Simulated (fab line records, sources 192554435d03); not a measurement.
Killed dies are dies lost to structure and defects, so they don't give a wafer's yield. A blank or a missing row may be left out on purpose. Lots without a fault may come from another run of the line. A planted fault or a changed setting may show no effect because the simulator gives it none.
fab line records | flow n5_finfet
record lots=7 wafers=39
route steps=1938 shown FIN_SAQP@143 DUMMY_GATE@248 SD_EPI_P@321 HKMG_FIN@402 MOL_CONTACT_COAG@610 BEOL_M4@1111
start_h: hours from the record's first day to the start of the lot's first wafer shown | wait_h: hours since the lot's step before | " the same as in the row above | L1.1+2: a row that stands for several wafers | - no value, or no start given | * or withheld: withheld | < > ~ a bound
route shown NAME@n: a module of which the file shows steps, and the number in the route of the first | usual: mean/standard deviation of fault-free wafers | same: alike in all rows | chamber/n: place in a boat | sites: the reading at each site | _std_site: their standard deviation | _edge_site: outer sites' mean less inner sites' | radius_mm: how far each site lies from the wafer's centre | mask NAME#n: copy n | behind: the tool/chamber that last shaped the wafer | hold: why the lot was held/for how many hours/how that ended | device: the transistor (n, p or np) that didn't switch | end of line: the same wafers' tests at the end of the route | a step without rows: its recipe alone | killed: dies lost to structure and defects at the first sort, not the wafer's yield | map: a wafer's dies, x killed, . not, _ none there
set.NAME: the setting as run; set.NAME@STEP: as run at that earlier step | model.NAME: the simulator's own value behind a step, which no gauge read
lots whose settings were changed on purpose; a table a step, a row a wafer
## steps
# step N5_FIN_SAQP_ETCH_34
# recipe chemistry=C4F6/O2 target=SiO2 target_depth_a=450 time_s=15 ion_energy_ev=250 pressure_mtorr=30 source_w=345 bias_w=185 Ar_flow_sccm=300 C4F6_flow_sccm=10 O2_flow_sccm=10 ends=cleared
# step N5_DUMMY_GATE_ETCH_44
# recipe chemistry=HBr/O2 over_etch_frac=0.7 target_depth_a=1275 stop_on=SiO2 ion_energy_ev=60 bias_w=20 target=poly-Si mask_material=SiO2 pressure_mtorr=20 icp_w=400 HBr_flow_sccm=120 O2_flow_sccm=10
# step N5_SD_EPI_P_EPI_21
# recipe material=SiGe:B dopant=B temp_c=550 pressure_torr=20 ambient=H2 time_s=355
# step N5_HKMG_FIN_ETCH_54
# recipe chemistry=CF4 target=SiARC target_depth_a=455 mask_material=CAR-ArF time_s=75.8 ion_energy_ev=80 pressure_mtorr=40 source_w=545 bias_w=36 Ar_flow_sccm=100 cf4_flow_sccm=100 ends=cleared
# step N5_HKMG_FIN_ETCH_32
# recipe chemistry=N2/H2 target=SOC target_depth_a=2400 temp_c=40 time_s=300 ion_energy_ev=200 mask_material=SiARC pressure_mtorr=30 source_w=840 bias_w=150 n2_flow_sccm=200 h2_flow_sccm=200
# step N5_HKMG_FIN_ETCH_67
# recipe chemistry=N2/H2 target=SOC target_depth_a=3889 stop_on=TiN ion_energy_ev=100 bias_w=61 pressure_mtorr=30 source_w=850 n2_flow_sccm=200 h2_flow_sccm=200
# step N5_HKMG_FIN_ALD_21
# recipe material=TiN target_thk_a=15 temp_c=400 ald_precursor_family=TiCl4 ald_co_reactant=NH3 pulse_time_s=1 purge_time_s=3 co_reactant_purge_time_s=2 co_reactant_pulse_time_s=2 ald_cycles=68 pressure_torr=3
# step N5_MOL_CONTACT_COAG_ETCH_67
# recipe chemistry=N2/H2 target=SOC target_depth_a=600 overetch_a=210 mask_material=SiARC temp_c=40 time_s=101.2 ion_energy_ev=200 pressure_mtorr=30 source_w=840 bias_w=150 n2_flow_sccm=200 h2_flow_sccm=200
# step N5_BEOL_M4_RC_MEAS_101
# usual RC_DENSE_P=23.9/0.7 RC_P=19.5/0.54 REXT_P=100.7/2.2 RS_SD_P=65.8/0.98
# columns lot.wafer tool chamber start_h wait_h set.source_w@FIN_SAQP_ETCH_34 set.target_depth_a@DUMMY_GATE_ETCH_44 set.dopant_conc_cm3@SD_EPI_P_EPI_21 set.source_w@HKMG_FIN_ETCH_54 set.target_depth_a@HKMG_FIN_ETCH_32 set.target_depth_a@HKMG_FIN_ETCH_67 set.ald_cycles@HKMG_FIN_ALD_21 set.target_depth_a@MOL_CONTACT_COAG_ETCH_67 RC_DENSE_P[ohm.um] RC_P[ohm.um] REXT_P[ohm.um] RS_SD_P[ohm/sq]
L078.1 prober-01 0 200.63 0.2 345 1275 3e+20 505.1 2580 3889 58 639.7 24.0 19.6 100.3 66.8
L078.2 " 0 " " 345 1275 3e+20 545 2400 4263 58 600 23.8 19.4 102.0 67.5
L078.3 " 0 " " 313.6 1275 3e+20 505.1 2400 3889 58 600 23.9 19.3 100.9 66.3
L078.4 " 0 " " 313.6 1275 3e+20 505.1 2400 4263 68 639.7 23.7 19.2 101.7 66.1
L078.5 " 0 " " 345 1275 3e+20 545 2580 3889 68 639.7 24.0 19.6 101.7 65.5
L078.6 " 0 " " 313.6 1275 3e+20 545 2580 4263 68 600 23.9 19.4 101.7 66.0
L081.3 prober-02 0 213.95 0.3 345 1275 3e+20 545 2400 3889 68 600 24.6 20.2 100.7 65.3
L081.4 " 0 " " 345 1275 3e+20 545 2400 3889 68 600 22.9 19.0 99.0 65.3
L081.6 " 0 " " 345 1275 3e+20 545 2400 3889 68 600 23.0 18.7 98.5 65.5
L083.1 prober-01 0 229.62 0.0 345 1230 3e+20 514.5 2400 4114 76 600 23.5 19.2 100.8 66.3
L083.2 " 0 " " 345 1275 3e+20 514.5 2400 3889 68 600 24.7 20.0 100.7 65.5
L083.3 " 0 " " 310.4 1230 3.288e+20 514.5 2400 3889 68 649.4 24.6 19.7 94.8 61.3
L083.4 " 0 " " 310.4 1275 3e+20 545 2400 4114 68 649.4 24.4 20.0 101.7 67.1
L083.5 " 0 " " 345 1230 3.288e+20 545 2400 3889 76 649.4 22.7 18.4 92.7 61.1
L083.6 " 0 " " 310.4 1275 3.288e+20 545 2400 4114 76 600 22.8 18.6 95.6 62.4
L084.1 prober-02 0 234.74 0.0 345 1275 2.856e+20 545 2400 4240 58 600 25.3 20.8 104.8 68.7
L084.2 " 0 " " 320.8 1275 3e+20 466.5 2400 4240 68 653.7 24.4 20.0 103.9 66.0
L084.3 " 0 " " 320.8 1275 3e+20 545 2400 3889 68 653.7 24.5 20.0 102.4 66.4
L084.4 " 0 " " 345 1275 2.856e+20 545 2596 3889 68 600 24.5 19.9 106.7 70.0
L084.5 " 0 " " 345 1275 3e+20 466.5 2596 3889 58 653.7 23.0 18.8 101.7 66.5
L084.6 " 0 " " 320.8 1275 2.856e+20 466.5 2596 4240 58 600 24.8 20.2 104.6 68.8
L092.1 prober-01 0 280.56 0.0 345 1275 3e+20 503.3 2400 3889 59 600 25.0 20.2 102.2 65.0
L092.2 " 0 " " 296 1275 3.437e+20 545 2400 3889 68 600 22.3 18.1 93.0 58.5
L092.3 " 0 " " 345 1275 3.437e+20 503.3 2650 4087 59 600 22.7 18.3 92.1 58.9
L092.4 " 0 " " 345 1275 3e+20 545 2650 4087 68 600 23.9 19.4 101.2 66.3
L092.5 " 0 " " 296 1275 3.437e+20 545 2400 4087 59 600 22.8 18.7 93.3 59.0
L092.6 " 0 " " 296 1275 3e+20 503.3 2650 3889 68 600 23.3 18.8 101.1 65.5
L095.1 prober-02 0 309.30 0.0 326.3 1275 3e+20 545 2137 3411 71 535 23.7 19.2 100.3 66.9
L095.2 " 0 " " 345 1155 3e+20 545 2137 3889 68 600 23.3 18.8 100.6 66.6
L095.3 " 0 " " 345 1155 3e+20 545 2400 3411 71 600 23.5 19.2 100.3 66.3
L095.4 " 0 " " 345 1275 3.445e+20 545 2137 3889 68 535 21.4 17.4 90.3 59.1
L095.5 " 0 " " 326.3 1275 3.445e+20 545 2400 3889 71 600 21.5 17.7 90.4 58.6
L095.6 " 0 " " 326.3 1155 3.445e+20 545 2400 3411 68 535 21.6 17.8 91.3 59.6
L096.1 prober-01 0 309.62 0.0 345 1275 3e+20 545 2400 3889 62 648.1 22.9 18.8 104.2 66.1
L096.2 " 0 " " 345 1275 3e+20 545 2400 3656 68 600 23.9 19.7 105.6 65.4
L096.3 " 0 " " 345 1275 2.641e+20 513.2 2400 3656 62 648.1 25.1 20.6 113.8 73.0
L096.4 " 0 " " 345 1275 2.641e+20 545 2400 3656 68 648.1 25.3 20.6 114.8 72.7
L096.5 " 0 " " 345 1275 3e+20 513.2 2400 3889 68 600 23.2 19.1 103.7 65.0
L096.6 " 0 " " 345 1275 2.641e+20 513.2 2400 3889 62 600 25.5 20.8 114.2 73.0
## key
split step=N5_FIN_SAQP_ETCH_34 setting=source_w stated_as=345
response none clear
split step=N5_DUMMY_GATE_ETCH_44 setting=target_depth_a stated_as=1275
response none clear
split step=N5_SD_EPI_P_EPI_21 setting=dopant_conc_cm3 stated_as=3e+20
response step=N5_BEOL_M4_RC_MEAS_101 reading=RS_SD_P slope=-0.527 per=1% together_with=all explained=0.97
response step=N5_BEOL_M4_RC_MEAS_101 reading=REXT_P slope=-0.688 per=1% together_with=all explained=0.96
response step=N5_BEOL_M4_RC_MEAS_101 reading=RC_DENSE_P slope=-0.128 per=1% together_with=all explained=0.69
response step=N5_BEOL_M4_RC_MEAS_101 reading=RC_P slope=-0.0975 per=1% together_with=all explained=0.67
split step=N5_HKMG_FIN_ETCH_54 setting=source_w stated_as=545
response none clear
split step=N5_HKMG_FIN_ETCH_32 setting=target_depth_a stated_as=2400
response none clear
split step=N5_HKMG_FIN_ETCH_67 setting=target_depth_a stated_as=3889
response none clear
split step=N5_HKMG_FIN_ALD_21 setting=ald_cycles stated_as=68
response none clear
split step=N5_MOL_CONTACT_COAG_ETCH_67 setting=target_depth_a stated_as=600
response none clear
